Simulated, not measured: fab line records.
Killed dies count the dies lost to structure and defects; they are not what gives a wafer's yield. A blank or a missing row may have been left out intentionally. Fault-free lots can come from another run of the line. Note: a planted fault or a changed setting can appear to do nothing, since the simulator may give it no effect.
Chamber matching | flow n5 finfet | rie diel-06 running N5_BEOL_M4_ETCH_64: 4 sister chambers
The step etches SOC in N2/H2, target depth 75 nm, overetch 22.5 nm, time 121.9 s. 4 wafers are shown with their chamber, then 8 later ones without.

## WAFERS WITH THEIR CHAMBER
wafer  | chamber | showerhead plenum p Torr (Torr)
L079.1 | 1       | 2.55
L081.4 | 0       | 2.63
L081.5 | 3       | 2.48
L084.2 | 2       | 2.46

## WAFERS WITH NO CHAMBER GIVEN
wafer  | showerhead plenum p Torr (Torr)
L084.5 | 2.54
L084.6 | 2.46
L088.1 | 2.46
L088.2 | 2.47
L088.4 | 2.63
L092.1 | 2.45
L092.2 | 2.62
L092.5 | 2.62

## CHAMBER TAKEN BY EACH
wafer  | from the rows above     | in truth
L084.5 | 1                       | 1
L084.6 | 2                       | 2
L088.1 | 2                       | 2
L088.2 | can't be placed: 3 or 2 | 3
L088.4 | 0                       | 0
L092.1 | 2                       | 2
L092.2 | 0                       | 0
L092.5 | 0                       | 0
Correct placement for 7 of the 8. Can't be placed from these rows: 1 (the true chamber is among the candidates in 1). Placed wrongly: 0.
How it was worked out, from the rows above alone: a wafer's distance from a chamber is the root of the sum, over the readings, of the square of ((its reading less the chamber's mean) divided by the reading's scatter). The wafer belongs to the nearest chamber; if the next one is less than 2 further off, it can't be placed. A chamber's mean is the mean of its shown wafers. The scatter: with one shown wafer a chamber, the root of the mean of the squares of how far each hidden wafer lies from its nearest shown one.
